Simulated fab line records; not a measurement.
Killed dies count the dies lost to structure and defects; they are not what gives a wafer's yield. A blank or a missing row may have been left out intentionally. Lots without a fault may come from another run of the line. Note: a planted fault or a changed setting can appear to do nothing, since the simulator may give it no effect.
Matching of chambers | flow nandHarc | NHARC_A_CHANNEL_HOLE_D2_DEP_01 on pecvd-01: 3 sister chambers
The step deposits SiON, target thk 140 nm. 14 wafers are shown with their chamber, then 7 later ones without.

WAFERS WITH THEIR CHAMBER
wafer  | chamber | heaterPowerW (W) | susceptorTempC (C) | chamberPressureTorr (Torr)
L172.1 | 1       | 638              | 400.12             | 3.497
L172.5 | 2       | 711              | 399.99             | 3.493
L172.6 | 1       | 659              | 399.99             | 3.500
L176.1 | 2       | 681              | 399.92             | 3.494
L176.2 | 0       | 808              | 400.31             | 3.508
L176.6 | 2       | 663              | 400.30             | 3.497
L178.1 | 1       | 744              | 400.12             | 3.500
L178.2 | 0       | 821              | 400.11             | 3.496
L178.4 | 1       | 757              | 400.04             | 3.494
L186.1 | 1       | 705              | 400.02             | 3.513
L186.2 | 0       | 742              | 399.95             | 3.483
L186.3 | 2       | 719              | 400.35             | 3.489
L191.3 | 2       | 684              | 400.35             | 3.507
L191.4 | 0       | 706              | 399.91             | 3.501

SIGNATURES, as means of the wafers listed above
reading             | chamber 0 | chamber 1 | chamber 2 | scatter within a chamber
heaterPowerW        | 769.25    | 700.60    | 691.60    | 44.5
susceptorTempC      | 400.0700  | 400.0580  | 400.1820  | 0.162
chamberPressureTorr | 3.49700   | 3.50080   | 3.49600   | 0.00814
Rule: a wafer lies at a distance from a chamber equal to the root of the sum of squares, over the readings, of (its reading less the chamber's mean, divided by the reading's scatter). The wafer belongs to the nearest chamber; if the next one is less than 2 further off, it can't be placed. The scatter: the root of (the sum of the squares of (reading less its chamber's mean) over the shown wafers, divided by (wafers less chambers)).

WAFERS WITHOUT THEIR CHAMBER
wafer  | heaterPowerW (W) | susceptorTempC (C) | chamberPressureTorr (Torr)
L191.5 | 750              | 400.39             | 3.493
L195.3 | 865              | 400.17             | 3.485
L195.4 | 644              | 400.20             | 3.514
L195.5 | 875              | 399.98             | 3.504
L193.4 | 783              | 399.88             | 3.500
L193.5 | 830              | 400.08             | 3.498
L193.6 | 697              | 399.91             | 3.511

WHICH CHAMBER EACH WENT THROUGH
wafer  | from the rows above          | in truth
L191.5 | can't be placed: 2 or 0 or 1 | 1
L195.3 | can't be placed: 0 or 2 or 1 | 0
L195.4 | can't be placed: 1 or 2 or 0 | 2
L195.5 | can't be placed: 0 or 1 or 2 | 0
L193.4 | can't be placed: 0 or 1 or 2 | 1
L193.5 | can't be placed: 0 or 1 or 2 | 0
L193.6 | can't be placed: 1 or 2 or 0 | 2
0 of 7 placed correctly. Unplaceable from these rows: 7, with the true chamber sitting among the candidates in 7. Placed wrongly: 0.
